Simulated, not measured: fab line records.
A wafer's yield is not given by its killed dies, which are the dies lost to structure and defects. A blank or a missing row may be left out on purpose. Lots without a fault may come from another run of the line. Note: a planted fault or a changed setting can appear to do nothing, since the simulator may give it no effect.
Check for tools in common	flow nand-harc	Sample size 11 lots and 33 wafers

REASON IT WAS OPENED
At NHARC_P_GATE_CD_MEAS_59 the reading cd-nm is flagged on 1 of 11 lots. Wafers without a fault read 720.0 nm, standard deviation 1.3.
Rule: a lot gets a flag if all its wafers with a number sit over 4 standard deviations from that mean, or if no wafer of it has a number. The rest of the lots are taken to be sound.

lot	measured	on	cd-nm (nm), wafer by wafer	flag
L219	day 5 15:55	cd-sem-01	719.7 718.1 720.2	
L223	day 7 05:15	cd-sem-02	720.1 718.1 719.0	
L224	day 7 20:58	cd-sem-02	719.5 716.3 720.3	
L225	day 8 06:54	cd-sem-02	720.1 719.5 720.4	
L227	day 9 00:51	cd-sem-02	706.5 706.7 705.7	FLAGGED
L228	day 9 11:56	cd-sem-03	719.5 720.7 720.6	
L238	day 13 10:21	cd-sem-03	722.1 721.4 723.8	
L239	day 14 09:16	cd-sem-03	720.1 721.5 721.9	
L240	day 14 17:43	cd-sem-01	719.7 718.8 719.5	
L241	day 14 22:50	cd-sem-02	720.5 720.1 719.8	
L242	day 15 04:55	cd-sem-02	720.7 719.2 720.6	
Average over the flagged lots: 706.3 nm; offset from the usual -13.7 nm, equal to -11 standard deviations.

TOOL THAT RAN EACH LOT
Before the reading, the record contains 4 process steps out of a 1302-step route. Each cell gives the tool, then ch followed by the chambers the sampled wafers passed through, then the start.
lot	flag	NHARC_P_GATE_STRIP_108	NHARC_P_GATE_DESCUM_48	NHARC_P_GATE_STRIP_75	NHARC_P_GATE_EXPOSE_56
L219		rie-diel-03 ch 1,2, day 5 02:50	rie-diel-06 ch 0,1,3, day 5 14:26	plasma-asher-02 ch 0,1, day 5 15:07	krf-scanner-01 ch 0, day 5 15:45
L223		rie-diel-05 ch 1,3, day 6 14:07	rie-diel-03 ch 0,1,3, day 7 03:40	plasma-asher-02 ch 0,1, day 7 04:20	krf-scanner-04 ch 0, day 7 05:06
L224		rie-diel-06 ch 1,2,3, day 7 05:59	rie-diel-03 ch 0,1,2, day 7 19:29	plasma-asher-01 ch 0,1, day 7 20:08	krf-scanner-04 ch 0, day 7 20:48
L225		rie-diel-06 ch 0,2,3, day 7 18:14	rie-diel-03 ch 0,3, day 8 05:19	plasma-asher-02 ch 0,1, day 8 05:58	krf-scanner-02 ch 0, day 8 06:44
L227	FLAGGED	rie-diel-03 ch 1,2,3, day 8 12:00	rie-diel-05 ch 1,2, day 8 23:15	plasma-asher-01 ch 0,1, day 8 23:55	krf-scanner-01 ch 0, day 9 00:42
L228		rie-diel-06 ch 2,3, day 8 20:52	rie-diel-05 ch 1,3, day 9 10:29	plasma-asher-01 ch 0, day 9 11:08	krf-scanner-01 ch 0, day 9 11:47
L238		rie-diel-06 ch 0,1,3, day 12 21:24	rie-diel-06 ch 0,1,2, day 13 08:45	plasma-asher-02 ch 0,1, day 13 09:25	krf-scanner-01 ch 0, day 13 10:11
L239		rie-diel-03 ch 1,2, day 13 20:23	rie-diel-05 ch 0,1,2, day 14 07:48	plasma-asher-02 ch 0,1, day 14 08:29	krf-scanner-01 ch 0, day 14 09:07
L240		rie-diel-06 ch 0,1,3, day 14 04:56	rie-diel-06 ch 0,1,3, day 14 16:09	plasma-asher-02 ch 0,1, day 14 16:50	krf-scanner-02 ch 0, day 14 17:34
L241		rie-diel-05 ch 1,3, day 14 09:50	rie-diel-03 ch 0,1, day 14 21:13	plasma-asher-02 ch 0, day 14 21:55	krf-scanner-04 ch 0, day 14 22:41
L242		rie-diel-05 ch 0,1,3, day 14 16:01	rie-diel-06 ch 1,2,3, day 15 03:21	plasma-asher-02 ch 0,1, day 15 04:01	krf-scanner-01 ch 0, day 15 04:46
What these steps do:
- NHARC_P_GATE_STRIP_108: strips in O2.
- NHARC_P_GATE_DESCUM_48: chemistry O2, time 3 s.
- NHARC_P_GATE_STRIP_75: strips in O2.
- NHARC_P_GATE_EXPOSE_56: exposes mask P PSD, target cd 720 nm.
- NHARC_P_GATE_CD_MEAS_59: target cd 720 nm.

FLAGGED AGAINST TOTAL, ONE TOOL AT A TIME (gauges that did the reading follow at the end)
step	tool	lots run	flagged	share of the flagged lots	sound lots run after its first flagged lot
NHARC_P_GATE_STRIP_108	rie-diel-03	3	1	all	1 (L239)
NHARC_P_GATE_STRIP_108	rie-diel-05	3	0	none	-
NHARC_P_GATE_STRIP_108	rie-diel-06	5	0	none	-
NHARC_P_GATE_DESCUM_48	rie-diel-03	4	0	none	-
NHARC_P_GATE_DESCUM_48	rie-diel-05	3	1	all	2 (L228,L239)
NHARC_P_GATE_DESCUM_48	rie-diel-06	4	0	none	-
NHARC_P_GATE_STRIP_75	plasma-asher-01	3	1	all	1 (L228)
NHARC_P_GATE_STRIP_75	plasma-asher-02	8	0	none	-
NHARC_P_GATE_EXPOSE_56	krf-scanner-01	6	1	all	4 (L228,L238,L239,L242)
NHARC_P_GATE_EXPOSE_56	krf-scanner-02	2	0	none	-
NHARC_P_GATE_EXPOSE_56	krf-scanner-04	3	0	none	-
NHARC_P_GATE_CD_MEAS_59	cd-sem-01	2	0	none	-
NHARC_P_GATE_CD_MEAS_59	cd-sem-02	6	1	all	2 (L241,L242)
NHARC_P_GATE_CD_MEAS_59	cd-sem-03	3	0	none	-

WHAT IS ALLOWED BY THE TABLE
5 rows of the table ran every flagged lot: rie-diel-03 at NHARC_P_GATE_STRIP_108, rie-diel-05 at NHARC_P_GATE_DESCUM_48, plasma-asher-01 at NHARC_P_GATE_STRIP_75, krf-scanner-01 at NHARC_P_GATE_EXPOSE_56, cd-sem-02 at NHARC_P_GATE_CD_MEAS_59.
- rie-diel-03 at NHARC_P_GATE_STRIP_108 ran 3 lots, 1 of them flagged. Sound lots followed the first flagged one (L239) on it, something a lasting fault affecting the whole tool could not allow.
- rie-diel-05 at NHARC_P_GATE_DESCUM_48 ran 3 lots, 1 of them flagged. Sound lots followed the first flagged one (L228, L239) on it, something a lasting fault affecting the whole tool could not allow.
- plasma-asher-01 at NHARC_P_GATE_STRIP_75 ran 3 lots, 1 of them flagged. Sound lots followed the first flagged one (L228) on it, something a lasting fault affecting the whole tool could not allow.
- krf-scanner-01 at NHARC_P_GATE_EXPOSE_56 ran 6 lots, 1 of them flagged. Sound lots followed the first flagged one (L228, L238, L239, L242) on it, something a lasting fault affecting the whole tool could not allow.
- cd-sem-02 at NHARC_P_GATE_CD_MEAS_59 ran 6 lots, 1 of them flagged. Sound lots followed the first flagged one (L241, L242) on it, something a lasting fault affecting the whole tool could not allow.
There is no row in the table that ran each flagged lot and no sound lot after the first.

WHAT THE SIMULATOR HAD PUT IN
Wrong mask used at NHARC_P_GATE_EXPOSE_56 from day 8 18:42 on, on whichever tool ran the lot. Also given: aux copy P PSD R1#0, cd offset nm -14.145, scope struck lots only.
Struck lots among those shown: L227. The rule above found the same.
